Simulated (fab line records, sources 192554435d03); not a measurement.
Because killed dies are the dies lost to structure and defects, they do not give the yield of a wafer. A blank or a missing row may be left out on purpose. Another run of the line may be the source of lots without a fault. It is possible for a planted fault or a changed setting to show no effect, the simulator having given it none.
The same fault as seen by 3 desks	flow n5 finfet	what lay behind the numbers comes last; until then each desk has only its own

== TOOL OWNER'S DESK, euv scanner-02 ==
The tool's own readings at N5_BEOL_M9_EXPOSE_25 (exposes mask V8): means of the sampled wafers that have a number, for each lot that ran on this tool. The brackets show how far a lot's mean lies from the usual mean; more than 4 standard deviations puts the lot out of limits, marked OUT.
Columns: A = exposure dose mJ cm2 at N5_BEOL_M9_EXPOSE_25, usual 37.24
lot	first seen here	A
L867	day 9 08:09	37.26
L869	day 10 07:25	37.26
L875	day 11 13:33	37.25
L877	day 11 19:29	37.29
L878	day 12 11:59	37.33
L880	day 12 21:31	37.28
L879	day 12 22:01	37.28
L881	day 12 22:34	37.24
L883	day 13 20:53	37.27
Finding of this desk: none of the 9 lots has anything out of limits.

== METROLOGY DESK ==
Means of the sampled wafers that have a number, per lot and without regard to the tool the lot ran on: this is what the gauges read. The brackets show how far a lot's mean lies from the usual mean; more than 4 standard deviations puts the lot out of limits, marked OUT.
Columns: A = M9_OVL at N5_BEOL_M9_OVL_MEAS_12, usual 0.6 nm; B = cd nm at N5_BEOL_M9_CD_MEAS_28, usual 70.0 nm
lot	first seen here	A	B
L867	day 9 06:19	1.3	69.9
L868	day 9 16:32	-0.3	70.1
L871	day 10 02:10	-0.1	70.0
L869	day 10 06:19	1.2	70.3
L875	day 11 12:33	0.7	70.0
L877	day 11 16:58	0.9	69.7
L878	day 12 11:13	1.6	70.2
L880	day 12 17:02	0.5	70.2
L879	day 12 17:15	0.1	70.1
L881	day 12 21:28	0.6	70.8
L883	day 13 15:34	0.8	70.6
Finding of this desk: none of the 11 lots has anything out of limits.

== THE DEFECT DESK ==
Per lot, the means of the sampled wafers with a number show what the inspections along the route counted. The brackets show how far a lot's mean lies from the usual mean; more than 4 standard deviations puts the lot out of limits, marked OUT.
Columns: A = raw defect count at N5_BEOL_M9_INSPECT_30, usual 369
lot	first seen here	A
L867	day 9 08:22	305
L868	day 9 17:35	501
L871	day 10 04:07	392
L869	day 10 07:38	301
L875	day 11 13:46	362
L877	day 11 19:42	337
L878	day 12 12:12	370
L880	day 12 21:44	423
L879	day 12 22:13	415
L881	day 12 22:46	277
L883	day 13 21:05	374
Finding of this desk: none of the 11 lots has anything out of limits.

== TAKEN TOGETHER ==
The desk of the tool owner found nothing out of limits.
The metrology desk saw nothing out of limits.
No out-of-limits result turned up at the defect desk.

== WHAT THE SIMULATOR HAD PUT IN ==
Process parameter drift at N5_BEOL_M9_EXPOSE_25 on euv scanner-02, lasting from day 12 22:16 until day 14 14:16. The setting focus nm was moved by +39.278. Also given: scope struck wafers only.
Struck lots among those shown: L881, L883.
